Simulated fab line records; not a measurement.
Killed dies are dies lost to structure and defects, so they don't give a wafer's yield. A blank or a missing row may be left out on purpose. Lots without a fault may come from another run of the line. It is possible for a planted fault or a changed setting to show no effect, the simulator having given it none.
What tool caused it? -- flow nand_harc -- 42 wafers from 14 lots sampled at 6 of the route's 1159 steps

WHAT THE GAUGES SHOWED, per wafer
NHARC_A_SOURCE_PLATE_THK_MEAS_06: measures by ellipsometry.
lot,measured,on,thk_nm (nm)
L204,day 7 19:42,film_metro-02,202.6 200.8 200.8
L205,day 8 00:32,film_metro-02,199.3 200.3 200.4
L206,day 8 04:06,film_metro-01,201.6 201.3 201.2
L207,day 8 12:19,film_metro-01,201.9 201.3 199.7
L210,day 8 16:07,film_metro-01,199.8 199.4 197.7
L209,day 8 16:07,film_metro-02,199.1 201.0 196.7
L212,day 9 04:29,film_metro-01,198.7 201.4 197.7
L215,day 10 04:59,film_metro-02,199.6 204.1 202.4
L219,day 11 13:13,film_metro-01,199.5 198.3 199.2
L221,day 11 21:33,film_metro-02,201.2 202.0 201.6
L222,day 11 21:33,film_metro-01,202.6 202.4 204.4
L223,day 12 07:22,film_metro-01,204.9 204.4 204.1
L225,day 13 00:11,film_metro-02,199.0 201.5 199.3
L227,day 13 15:40,film_metro-02,202.3 204.8 206.1

NHARC_A_ONON_D1_THK_MEAS_08: measures by ellipsometry.
lot,measured,on,thk_nm (nm)
L204,day 7 21:31,film_metro-01,996 994 993
L205,day 8 02:21,film_metro-01,1009 1008 1010
L206,day 8 05:55,film_metro-02,994 995 996
L207,day 8 14:05,film_metro-01,1010 1011 1011
L210,day 8 17:53,film_metro-01,1011 1011 1012
L209,day 8 17:53,film_metro-02,998 997 997
L212,day 9 06:15,film_metro-02,986 987 988
L215,day 10 06:46,film_metro-01,1021 1021 1022
L219,day 11 14:59,film_metro-01,1557 1555 1556 1556 1558 1557
L221,day 11 23:19,film_metro-02,1562 1561 1563 1563 1562 1564
L222,day 11 23:34,film_metro-02,1011 1010 1010
L223,day 12 09:10,film_metro-02,1001 1001 1003
L225,day 13 01:58,film_metro-01,1002 1001 1001
L227,day 13 17:26,film_metro-02,996 994 994

NHARC_A_ONON_D1_THK_MEAS_11: measures by ellipsometry.
lot,measured,on,thk_nm (nm)
L204,day 7 22:04,film_metro-02,999 997 1000
L205,day 8 02:55,film_metro-02,994 993 992
L206,day 8 06:28,film_metro-01,998 997 997
L207,day 8 14:39,film_metro-02,1005 1004 1006
L210,day 8 18:27,film_metro-01,1002 1001 1004
L209,day 8 18:26,film_metro-01,995 994 994
L212,day 9 06:49,film_metro-01,989 988 987
L215,day 10 07:20,film_metro-02,1002 1000 1000
L222,day 12 00:07,film_metro-01,995 998 998
L223,day 12 09:44,film_metro-02,996 996 994
L225,day 13 02:32,film_metro-02,1000 998 1000
L227,day 13 17:59,film_metro-02,1017 1015 1014

NHARC_A_ONON_D1_THK_MEAS_34: measures by ellipsometry.
lot,measured,on,thk_nm (nm)
L204,day 8 11:45,film_metro-02,198.7 199.5 204.3
L205,day 8 11:51,film_metro-02,199.9 197.5 194.7
L206,day 8 16:52,film_metro-01,200.3 200.5 205.2
L207,day 9 01:02,film_metro-02,195.3 202.0 200.9
L210,day 9 04:57,film_metro-02,200.2 202.6 200.0
L209,day 9 04:53,film_metro-01,201.9 203.1 204.5
L212,day 9 17:15,film_metro-01,200.1 201.9 201.0
L215,day 10 17:46,film_metro-02,194.7 200.1 202.7
L222,day 12 10:33,film_metro-01,195.1 196.4 200.7
L223,day 12 21:04,film_metro-01,199.2 199.6 202.4
L225,day 13 15:03,film_metro-02,198.1 197.0 199.2
L227,day 14 04:32,film_metro-02,195.6 200.9 201.4

NHARC_END_SORT_01.
lot,measured,on,defect_limited_yield (%),killed_at_array,killed_at_other,killed_at_periphery,killed_dies,killed_open,killed_short,sort_bin_2_pct (%),sort_bin_3_pct (%),sort_bin_4_pct (%),sort_n_pass,sort_rim_yield_pct (%),sort_yield_pct (%)
L206,day 19 14:56,prober-02,96.8 96.6 97.5,17 18 16,1 2 0,4 3 1,22 23 17,4 5 2,0 3 0,1.2 1.0 0.9,0.30 0.15 0.15,1.8 2.2 1.5,655 654 660,94.3 97.2 94.3,96.8 96.6 97.5
L209,day 20 09:10,prober-02,95.1 94.5 95.3,32 37 29,1 0 0,0 0 3,33 37 32,2 1 2,0 1 2,1.2 2.1 1.8,0.15 0.30 0,3.5 3.1 3.0,644 640 645,92.5 95.3 92.5,95.1 94.5 95.3
L212,day 21 05:49,prober-02,91.4 93.2 93.8,47 37 35,1 0 1,10 9 6,58 46 42,11 3 4,5 3 0,3.8 2.1 1.3,0.30 0.30 0,4.4 4.4 4.9,619 631 635,86.8 88.7 91.5,91.4 93.2 93.8
L222,day 23 23:53,prober-01,96.2 95.6 96.6,22 28 20,0 0 0,4 2 3,26 30 23,5 3 1,1 2 3,1.3 1.5 0.9,0.59 0.15 0.15,1.9 2.8 2.4,651 647 654,93.4 99.1 96.2,96.2 95.6 96.6
L225,day 24 08:28,prober-01,97.0 97.5 97.5,14 13 15,0 1 1,6 3 1,20 17 17,5 2 2,2 3 3,0.9 1.2 0.4,0.15 0.15 0,1.9 1.2 2.1,657 660 660,94.3 98.1 96.2,97.0 97.5 97.5

EACH LOT AND THE TOOL THAT RAN IT (in order: tool; ch and the chambers of the sampled wafers; start)
lot,NHARC_A_ONON_D1_DEP_06
L204,"pecvd_onon-02 ch 0, day 7 21:04"
L205,"pecvd_onon-02 ch 0, day 8 01:53"
L206,"pecvd_onon-01 ch 0, day 8 05:27"
L207,"pecvd_onon-02 ch 0, day 8 13:38"
L210,"pecvd_onon-01 ch 0, day 8 17:26"
L209,"pecvd_onon-03 ch 0, day 8 17:29"
L212,"pecvd_onon-03 ch 0, day 9 05:48"
L215,"pecvd_onon-01 ch 0, day 10 06:19"
L219,"pecvd_onon-01 ch 0, day 11 14:29"
L221,"pecvd_onon-01 ch 0, day 11 22:52"
L222,"pecvd_onon-02 ch 0, day 11 23:06"
L223,"pecvd_onon-03 ch 0, day 12 08:43"
L225,"pecvd_onon-03 ch 0, day 13 01:27"
L227,"pecvd_onon-03 ch 0, day 13 16:59"
- NHARC_A_ONON_D1_DEP_06: target thk 1000 nm.

WHAT THE TOOLS THEMSELVES READ (means of the sampled wafers that have a number; where no wafer has one, the mark that the record gives instead)
NHARC_A_ONON_D1_DEP_06.
lot,tool,n2_flow_sccm (sccm),n2o_flow_sccm (sccm)
L204,pecvd_onon-02,2748,2001
L205,pecvd_onon-02,2756,2000
L206,pecvd_onon-01,2748,1997
L207,pecvd_onon-02,2754,2002
L210,pecvd_onon-01,2756,1995
L209,pecvd_onon-03,2740,2005
L212,pecvd_onon-03,2753,1997
L215,pecvd_onon-01,2746,1995
L219,pecvd_onon-01,2748,2003
L221,pecvd_onon-01,2748,2001
L222,pecvd_onon-02,2734,1996
L223,pecvd_onon-03,2749,2000
L225,pecvd_onon-03,2739,1992
L227,pecvd_onon-03,2747,2006

THE ANSWER, worked out from the rows above alone
Rule: the usual values come from the lots themselves. The widest of any qualifying gaps counts: lots, ordered by their means at a reading, are off when they make up no more than a third of the lots, leave a main group of 4 or more, and stand apart from it by 3 or more times the standard deviation of that group's means. The tables above print the reading to a certain number of digits; a main group whose means all agree to those digits is not used. Also off: a lot with no number at a reading for which 4 or more lots have one. Where the step has rows for the other lots, those lots are counted as sound. After the gauges, taken in route order, come the tools' own readings; for these a lot's mean is taken, as printed above. The first step at which some lot is off is used, and at that step the reading that is off furthest; a lot without a number counts as furthest.
Off at NHARC_A_ONON_D1_THK_MEAS_08 (thk_nm): L219, L221. Main group: mean 1003 nm, sd 9.4.
If a tool, at a process step before that reading, ran all the lots that are off and no sound lot after the first of them, it fits. Gauges at NHARC_A_ONON_D1_THK_MEAS_08: tried the same way as those tools. One candidate fits, namely pecvd_onon-01 at NHARC_A_ONON_D1_DEP_06. A fault onset in the window from L215 (day 10 06:19, its last sound lot) to L219 (day 11 14:29, its first lot off) fits.

WHAT THE SIMULATOR HAD INSERTED
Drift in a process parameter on pecvd_onon-01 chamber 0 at NHARC_A_ONON_D1_DEP_06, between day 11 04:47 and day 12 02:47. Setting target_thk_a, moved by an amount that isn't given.
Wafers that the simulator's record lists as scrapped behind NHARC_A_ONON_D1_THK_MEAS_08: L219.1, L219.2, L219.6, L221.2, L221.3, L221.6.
Shown lots that were struck: L219, L221. The rule above reached the same finding.
